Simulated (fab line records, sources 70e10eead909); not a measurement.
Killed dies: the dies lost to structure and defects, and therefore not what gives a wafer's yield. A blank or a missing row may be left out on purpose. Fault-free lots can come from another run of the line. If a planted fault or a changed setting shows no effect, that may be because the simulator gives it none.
A struck lot beside a sound one ; flow nandHarc ; 15 steps out of a route of 1159
Sound: wafers L169.2, L169.3, L169.4. Struck: wafer L175.6 (left out: L175.1, L175.5 of the same lot, which were not struck); the cause appears at the end.
Order at every step that has rows: each side's tool, ch and its chambers, its first start. Under that, the readings that differ: sound wafers ; struck wafers ; difference of the means ; sigmas: that difference in standard deviations of wafers without a fault.
alike: same words and numbers on both sides, and readings whose means sit less than 2 such deviations apart. not compared: any withheld reading, any reading some wafer has no value for, any bound like >300 that may hide the same value, and any number with overlapping values for which the record gives no deviation.
A row with sigmas, a row that says differs or no value, or rows on one side alone: a step with any of these is where the two part. Non-overlapping numbers with no deviation appear without sigmas and do not part them. A reading missing from all wafers of one side parts the sides only when that side holds two or more wafers.

NHARC_A_CONTACT_ETCH_134: etches the open film in C4F8/O2/Ar, time 140 s, target depth 700 nm.
  sound on harCapEtch-01 ch 0,1, day 18 13:40; struck on harCapEtch-01 ch 0, day 19 12:32
  alike: chamberPressureMTorr
  not compared: rfHoursCounterH
then, 2 steps without rows for these wafers: NHARC_A_CONTACT_ETCH_135 (etches the open film in C4F8/O2/Ar, time 132 s, target depth 1287 nm); NHARC_A_CONTACT_ETCH_136 (etches the open film in C4F8/O2/Ar, time 132 s, target depth 1287 nm).
NHARC_A_CONTACT_ETCH_137: etches the open film in C4F8/O2/Ar, time 132 s, target depth 1287 nm.
  sound on harCapEtch-01 ch 0,1, day 18 14:06; struck on harCapEtch-01 ch 0, day 19 12:58
  alike: chamberPressureMTorr
  not compared: rfHoursCounterH
then, 2 steps without rows for these wafers: NHARC_A_CONTACT_ETCH_138 (etches the open film in C4F8/O2/Ar, time 132 s, target depth 1289 nm); NHARC_A_CONTACT_ETCH_139 (etches the open film in C4F8/O2/Ar, time 137 s, target depth 590 nm).
NHARC_A_CONTACT_ETCH_92: etches the open film in CH3F/O2, target depth 40 nm, time 85.7 s.
  sound on rieDiel-04 ch 0,1,3, day 18 14:44; struck on rieDiel-01 ch 3, day 19 13:38
  alike: chamberPressureMTorr, drypumpMotorCurrentA, mfcArSccm, oesProductAu, rfVppV, showerheadPlenumPTorr, throttleValvePct
  not compared: rfHoursCounterH
NHARC_A_CONTACT_ETCH_98: etches the open film in C4F6/O2, target depth 20 nm, time 10 s.
  sound on rieDiel-04 ch 0,1,3; struck on rieDiel-01 ch 0
reading;sound;struck;difference;sigmas
chamberPressureMTorr (mTorr);29.974 29.972 30.015;30.050;+0.063;+2
drypumpMotorCurrentA (A);5.8 6.6 6.2;4.9;-1.3;-2
  alike: mfcArSccm, oesProductAu, rfVppV, showerheadPlenumPTorr, throttleValvePct
  not compared: rfHoursCounterH
NHARC_A_CONTACT_CD_MEAS_15:
  sound on cdSem-02, day 18 14:57; struck on cdSem-01, day 19 13:49
  alike: cdNm
then, 3 steps without rows for these wafers: NHARC_A_CONTACT_STRIP_107 (strips in N2/H2); NHARC_A_CONTACT_STRIP_108 (strips in CF4/CHF3); NHARC_A_CONTACT_STRIP_109 (strips in O2/COS).
NHARC_A_CONTACT_ETCH_110: etches the open film in CF4/O2, target depth 50 nm, overetch 5 nm, time 27.5 s.
  sound on rieDiel-13 ch 1,2,3, day 18 15:18; struck on rieDiel-04 ch 1, day 19 15:00
reading;sound;struck;difference;sigmas
oesProductAu (a.u.);0.998 0.982 0.990;0.963;-0.027;-3
  alike: chamberPressureMTorr, drypumpMotorCurrentA, mfcArSccm, rfVppV, showerheadPlenumPTorr, throttleValvePct
  not compared: rfHoursCounterH
NHARC_A_CONTACT_STRIP_26: strips in O2.
  sound on rieDiel-13 ch 0,1,2; struck on rieDiel-04 ch 2
reading;sound;struck;difference;sigmas
showerheadPlenumPTorr (Torr);3.32 3.46 3.43;3.77;+0.37;+2
  alike: chamberPressureMTorr, drypumpMotorCurrentA, mfcArSccm, oesProductAu, rfVppV, throttleValvePct
  not compared: rfHoursCounterH
-- break in the record here, with 2 days between the starts of the struck wafers on either side (left off in module A_CONTACT, picked up again in module END, where the first step shown is number 1159 on the route) --
NHARC_END_SORT_01:
  at this point the record logs the struck wafers (prober-02 ch 0, day 21 23:02) and has no rows for the sound ones

## WHERE THEY PART
Last at NHARC_END_SORT_01 as far as this record goes, first at NHARC_A_CONTACT_ETCH_98.

WHY: whatever the simulator had introduced
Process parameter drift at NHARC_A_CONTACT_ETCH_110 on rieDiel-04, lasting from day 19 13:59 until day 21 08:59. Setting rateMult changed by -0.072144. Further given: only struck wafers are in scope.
